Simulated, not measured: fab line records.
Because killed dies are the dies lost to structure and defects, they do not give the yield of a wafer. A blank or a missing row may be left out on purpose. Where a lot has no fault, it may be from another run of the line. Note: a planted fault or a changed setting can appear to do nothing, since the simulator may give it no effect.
Which tool is to blame? + flow nand-harc + 7 lots, 21 wafers sampled, at 3 steps of a route of 1159

## WHAT EACH GAUGE READ, for each wafer
NHARC_P_CONTACT_CD_MEAS_12: the cd target is 90 nm.
| lot  | measured     | on        | cd-nm (nm)     |
|------|--------------|-----------|----------------|
| L224 | day 6 04:43  | cd-sem-03 | 90.5 91.3 90.4 |
| L225 | day 6 15:41  | cd-sem-03 | 89.3 89.4 89.4 |
| L229 | day 7 08:11  | cd-sem-01 | 90.4 89.9 90.4 |
| L237 | day 9 05:42  | cd-sem-03 | 90.3 89.9 89.2 |
| L241 | day 10 02:46 | cd-sem-02 | 90.2 90.2 90.1 |
| L243 | day 10 20:26 | cd-sem-03 | 90.3 90.0 90.3 |
| L245 | day 11 13:32 | cd-sem-03 | 90.3 90.1 89.9 |

## WHICH TOOL RAN EACH LOT (tool, then ch and the chambers of the sampled wafers, then the start)
| lot  | NHARC_P_CONTACT_CMP_01        | NHARC_P_CONTACT_PEB_10            |
|------|-------------------------------|-----------------------------------|
| L224 | cmp-02 ch 1,2, day 6 04:01    | litho-track-04 ch 0, day 6 04:38  |
| L225 | cmp-02 ch 1,2, day 6 14:53    | litho-track-04 ch 0, day 6 15:37  |
| L229 | cmp-04 ch 0,2, day 7 07:29    | litho-track-01 ch 0, day 7 08:06  |
| L237 | cmp-04 ch 1,2,3, day 9 05:01  | litho-track-01 ch 0, day 9 05:37  |
| L241 | cmp-03 ch 0,1,3, day 10 01:56 | litho-track-04 ch 0, day 10 02:41 |
| L243 | cmp-04 ch 0,3, day 10 19:44   | litho-track-06 ch 0, day 10 20:22 |
| L245 | cmp-04 ch 1,3, day 11 12:43   | litho-track-06 ch 0, day 11 13:28 |
- NHARC_P_CONTACT_CMP_01: polishes SiO2, target thk 200 nm.
- NHARC_P_CONTACT_PEB_10: peb time 65 s.

## THE ANSWER, worked out from the rows above alone
Rule: usual is defined by the lots themselves. Put in order of their means at a reading, lots are off if they are a third of the lots or fewer, leave a main group of 4 or more, and stand apart from it by a gap of 3 or more times the standard deviation of the main group's means; of several such gaps the widest counts. If all means in a main group match to the digits the tables above print for the reading, that group is not used. A lot without any number at a reading at which 4 lots or more have one is off too. Where the step has rows for the other lots, those lots are counted as sound.
Across all readings shown, no lot is off: no conclusion can be drawn from this.

## WHAT THE SIMULATOR HAD INSERTED
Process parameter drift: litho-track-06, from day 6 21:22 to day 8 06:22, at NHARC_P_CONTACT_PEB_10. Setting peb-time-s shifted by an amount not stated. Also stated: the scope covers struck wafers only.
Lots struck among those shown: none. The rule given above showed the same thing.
